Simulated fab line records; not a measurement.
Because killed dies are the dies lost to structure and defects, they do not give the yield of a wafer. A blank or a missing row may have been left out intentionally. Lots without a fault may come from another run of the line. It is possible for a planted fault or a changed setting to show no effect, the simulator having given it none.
Chamber matching || flow n5_finfet || N5_BEOL_M4_ETCH_64 on rie_diel-02: 4 sister chambers
The step etches SOC in N2/H2, target depth 75 nm, overetch 22.5 nm, time 121.9 s. 8 wafers are shown with their chamber, then 7 later ones without.

## WAFERS PAIRED WITH THEIR CHAMBERS
{"wafer": "L381.3", "chamber": 1, "drypump_motor_current_A (A)": 6.1, "showerhead_plenum_p_Torr (Torr)": 2.43}
{"wafer": "L382.1", "chamber": 2, "drypump_motor_current_A (A)": 5.7, "showerhead_plenum_p_Torr (Torr)": 2.49}
{"wafer": "L382.6", "chamber": 0, "drypump_motor_current_A (A)": 5.2, "showerhead_plenum_p_Torr (Torr)": 2.52}
{"wafer": "L385.1", "chamber": 3, "drypump_motor_current_A (A)": 5.9, "showerhead_plenum_p_Torr (Torr)": 2.66}
{"wafer": "L385.2", "chamber": 0, "drypump_motor_current_A (A)": 5.2, "showerhead_plenum_p_Torr (Torr)": 2.52}
{"wafer": "L385.3", "chamber": 2, "drypump_motor_current_A (A)": 5.7, "showerhead_plenum_p_Torr (Torr)": 2.49}
{"wafer": "L387.4", "chamber": 1, "drypump_motor_current_A (A)": 6.2, "showerhead_plenum_p_Torr (Torr)": 2.42}
{"wafer": "L387.5", "chamber": 3, "drypump_motor_current_A (A)": 5.9, "showerhead_plenum_p_Torr (Torr)": 2.66}

## WAFERS WHOSE CHAMBER IS MISSING
{"wafer": "L387.6", "drypump_motor_current_A (A)": 5.2, "showerhead_plenum_p_Torr (Torr)": 2.52}
{"wafer": "L399.3", "drypump_motor_current_A (A)": 6.2, "showerhead_plenum_p_Torr (Torr)": 2.41}
{"wafer": "L399.4", "drypump_motor_current_A (A)": 5.7, "showerhead_plenum_p_Torr (Torr)": 2.48}
{"wafer": "L399.5", "drypump_motor_current_A (A)": 6.1, "showerhead_plenum_p_Torr (Torr)": 2.41}
{"wafer": "L400.2", "drypump_motor_current_A (A)": 6.1, "showerhead_plenum_p_Torr (Torr)": 2.41}
{"wafer": "L400.3", "drypump_motor_current_A (A)": 5.9, "showerhead_plenum_p_Torr (Torr)": 2.64}
{"wafer": "L400.5", "drypump_motor_current_A (A)": 5.3, "showerhead_plenum_p_Torr (Torr)": 2.51}

## CHAMBER TAKEN BY EACH
{"wafer": "L387.6", "from the rows above": 0, "in truth": 0}
{"wafer": "L399.3", "from the rows above": 1, "in truth": 1}
{"wafer": "L399.4", "from the rows above": 2, "in truth": 2}
{"wafer": "L399.5", "from the rows above": 1, "in truth": 1}
{"wafer": "L400.2", "from the rows above": 1, "in truth": 1}
{"wafer": "L400.3", "from the rows above": 3, "in truth": 3}
{"wafer": "L400.5", "from the rows above": 0, "in truth": 0}
Placed correctly: 7 of 7. From these rows, 0 cannot be placed. Placed wrongly: 0.
How it was worked out, from the rows above alone: a wafer's distance from a chamber is the root of the sum, over the readings, of the square of ((its reading less the chamber's mean) divided by the reading's scatter). The wafer belongs to the nearest chamber; if the next one is less than 2 further off, it can't be placed. A chamber's mean is the mean of its shown wafers. How the scatter is found: for the shown wafers, subtract from each reading the mean of its chamber, square and add these, divide the total by (wafers less chambers), then take the root.
